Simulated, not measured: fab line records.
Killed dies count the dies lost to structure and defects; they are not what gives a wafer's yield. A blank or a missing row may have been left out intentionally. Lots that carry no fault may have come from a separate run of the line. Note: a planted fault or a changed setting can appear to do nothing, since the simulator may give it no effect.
Split-lot study	flow n5_finfet	7 lots, 21 wafers read, on a route of 1938 steps

== THE SPLIT ==
At N5_BEOL_M0_SAQP_PECVD_04 (deposits a-Si from SiH4/He, target thk 60 nm, time 60.2 s), the setting time_s was moved away from the recipe's 60.2 s on 5 of the 21 wafers read, by -8.7% to -7.6%. For the rest of the wafers, this setting stayed at what the recipe calls for.

== FROM THE SPLIT TO THE READING: what the file shows between them, 9 steps ==
- N5_BEOL_M0_SAQP_THK_MEAS_05
- N5_BEOL_M0_SAQP_COAT_08: resist thk 90 nm (also split here: spin_rpm)
- N5_BEOL_M0_SAQP_EBR_10
- N5_BEOL_M0_SAQP_SOFTBAKE_09: time 60 s
- N5_BEOL_M0_SAQP_EXPOSE_11: exposes mask M0 CORE, target cd 42 nm
- N5_BEOL_M0_SAQP_PEB_12: peb time 60 s
- N5_BEOL_M0_SAQP_DEVELOP_13: develop time 30 s
- N5_BEOL_M0_SAQP_HM_OPEN_112: chemistry CHF3/O2, target SiO2, stops on a-Si, target depth 12 nm, time 13.5 s
- N5_BEOL_M0_SAQP_STRIP_113: strips in CHF3/O2

== THE READING ==
etch.depth_nm (the simulator's own value, which no gauge read), in nm, at N5_BEOL_M0_SAQP_MANDREL_ETCH_20 (etches a-Si in HBr/Cl2, stops on SiNx, target depth 60 nm, bt time 10 s, time 30 s). The file does not state a usual value for it. Across the 16 wafers here that went through the recipe, the average is 59.65 nm and the standard deviation 0.72 nm.

wafer	tool, chamber at the split	time_s as run, s	against the recipe	etch.depth_nm, nm	against lot-mates on the recipe
L077.1	pecvd-02, 2	55.64	-7.6%	55.25	-4.85
L077.2	pecvd-02, 0	60.2	recipe	59.79	-
L077.6	pecvd-02, 2	60.2	recipe	60.41	-
L081.1	pecvd-01, 0,1	60.2	recipe	59.84	-
L081.3	pecvd-01, 0,1	60.2	recipe	59.92	-
L081.4	pecvd-01, 1	60.2	recipe	60.38	-
L084.1	pecvd-02, 1	55.16	-8.4%	55.78	-4.39
L084.2	pecvd-02, 2	60.2	recipe	59.77	-
L084.5	pecvd-02, 1	60.2	recipe	60.58	-
L085.1	pecvd-01, 1	60.2	recipe	58.49	-
L085.3	pecvd-01, 2	54.97	-8.7%	53.96	-4.53
L085.4	pecvd-01, 0	54.97	-8.7%	54.69	-3.80
L088.2	pecvd-04, 0	55.23	-8.3%	54.45	-5.34
L088.5	pecvd-04, 2	60.2	recipe	59.7	-
L088.6	pecvd-04, 0	60.2	recipe	59.88	-
L096.1	pecvd-04, 0	60.2	recipe	58.23	-
L096.3	pecvd-04, 1	60.2	recipe	58.72	-
L096.4	pecvd-04, 0	60.2	recipe	60.09	-
L097.1	pecvd-02, 1	60.2	recipe	59.55	-
L097.3	pecvd-02, 0	60.2	recipe	58.63	-
L097.6	pecvd-02, 1	60.2	recipe	60.45	-
Where a row lists several chambers, the file gives one row for several wafers and doesn't say which wafer went through which chamber.

THE FIT
A straight line over all 21 wafers: etch.depth_nm changes by +0.581 nm for each +1% of time_s; r = +0.95; the points scatter about the line by 0.72 nm.
The same after taking each lot's own level away (the mean of its wafers on the recipe; 21 wafers): +0.547 nm for each +1%; r = +0.96; scatter 0.58 nm.
That fit puts the effect of the largest move of time_s on the reading at 4.8 nm.
Measured against the standard deviation above, the lots' own levels, which go from 58.490 to 60.175 nm, span 2.3 times it.
Consequently the slope shifts little with the lot-to-lot level, the two slopes agreeing.
Check: with one of the wafers moved furthest among these (-8.7%) left out of the fit, the line predicts -4.83 nm for it against its lot-mates. Against them it came out at -4.53 nm.

== FURTHER SPLITS ON THESE WAFERS ==
Other splits were also applied to these wafers ahead of the reading. Each is held against what the fit with the lots' levels taken away leaves over:
other split on the same wafers	wafers away from the commonest value	r with etch.depth_nm (lot level and that fit taken away)
N5_MOL_CONTACT_COAG_COAT_02 spin_rpm	6	+0.03
N5_BEOL_M0_SAQP_COAT_08 spin_rpm	5	+0.28

== THE WHOLE CHAIN: every reading that the file lists as answering this split, in the file's order ==
step	what it does	reading	change (the file's fit)	r (the file's)
N5_BEOL_M0_SAQP_PECVD_04	deposits a-Si from SiH4/He, target thk 60 nm, time 60.2 s	a-Si_of_BEOL_M0_SAQP_PECVD_04.thk_nm (the simulator's own value, which no gauge read)	+0.566 nm for each +1% of the setting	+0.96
N5_BEOL_M0_SAQP_THK_MEAS_05		thk_nm	withheld for each +1% of the setting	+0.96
N5_BEOL_M0_SAQP_MANDREL_ETCH_20	etches a-Si in HBr/Cl2, stops on SiNx, target depth 60 nm, bt time 10 s, time 30 s	etch.depth_nm (the simulator's own value, which no gauge read)	+0.567 nm for each +1% of the setting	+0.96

== FILE'S OWN FIT ==
etch.depth_nm changes by +0.567 nm for each +1% of time_s, r = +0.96.
